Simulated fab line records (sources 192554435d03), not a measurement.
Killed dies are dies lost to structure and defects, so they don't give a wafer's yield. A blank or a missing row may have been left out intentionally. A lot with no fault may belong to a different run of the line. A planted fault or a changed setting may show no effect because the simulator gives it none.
Matching of chambers :: flow n5_finfet :: 3 sister chambers for N5_BEOL_M0_SAQP_PECVD_00 on pecvd-01
The step deposits SiCN from 3MS/NH3, target thk 8 nm, time 14 s. 3 wafers are shown with their chamber, then 8 later ones without.

== WAFERS WITH THEIR CHAMBER ==
wafer: L087.1
chamber: 2
showerhead_plenum_p_Torr (Torr): 3.672

wafer: L087.3
chamber: 1
showerhead_plenum_p_Torr (Torr): 3.668

wafer: L086.3
chamber: 0
showerhead_plenum_p_Torr (Torr): 3.644

== WAFERS WHOSE CHAMBER IS MISSING ==
wafer: L086.4
showerhead_plenum_p_Torr (Torr): 3.681

wafer: L086.6
showerhead_plenum_p_Torr (Torr): 3.666

wafer: L092.4
showerhead_plenum_p_Torr (Torr): 3.679

wafer: L092.5
showerhead_plenum_p_Torr (Torr): 3.684

wafer: L092.6
showerhead_plenum_p_Torr (Torr): 3.649

wafer: L097.1
showerhead_plenum_p_Torr (Torr): 3.682

wafer: L097.2
showerhead_plenum_p_Torr (Torr): 3.660

wafer: L097.3
showerhead_plenum_p_Torr (Torr): 3.688

== WHICH CHAMBER EACH WENT THROUGH ==
wafer: L086.4
from the rows above: can't be placed: 2 or 1
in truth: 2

wafer: L086.6
from the rows above: can't be placed: 1 or 2
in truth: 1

wafer: L092.4
from the rows above: can't be placed: 2 or 1
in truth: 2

wafer: L092.5
from the rows above: can't be placed: 2 or 1
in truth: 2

wafer: L092.6
from the rows above: can't be placed: 0 or 1 or 2
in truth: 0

wafer: L097.1
from the rows above: can't be placed: 2 or 1
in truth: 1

wafer: L097.2
from the rows above: can't be placed: 1 or 2 or 0
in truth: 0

wafer: L097.3
from the rows above: can't be placed: 2 or 1
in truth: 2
Correctly placed: 0 of 8. Unplaceable from these rows: 8, with the true chamber sitting among the candidates in 8. Wrongly placed: 0.
How it was worked out, from the rows above alone: a wafer's distance from a chamber is the root of the sum, over the readings, of the square of ((its reading less the chamber's mean) divided by the reading's scatter). The wafer belongs to the nearest chamber; if the next one is less than 2 further off, it can't be placed. For every chamber, the mean is computed from those of its wafers that are shown. The scatter: with one shown wafer a chamber, the root of the mean of the squares of how far each hidden wafer lies from its nearest shown one.
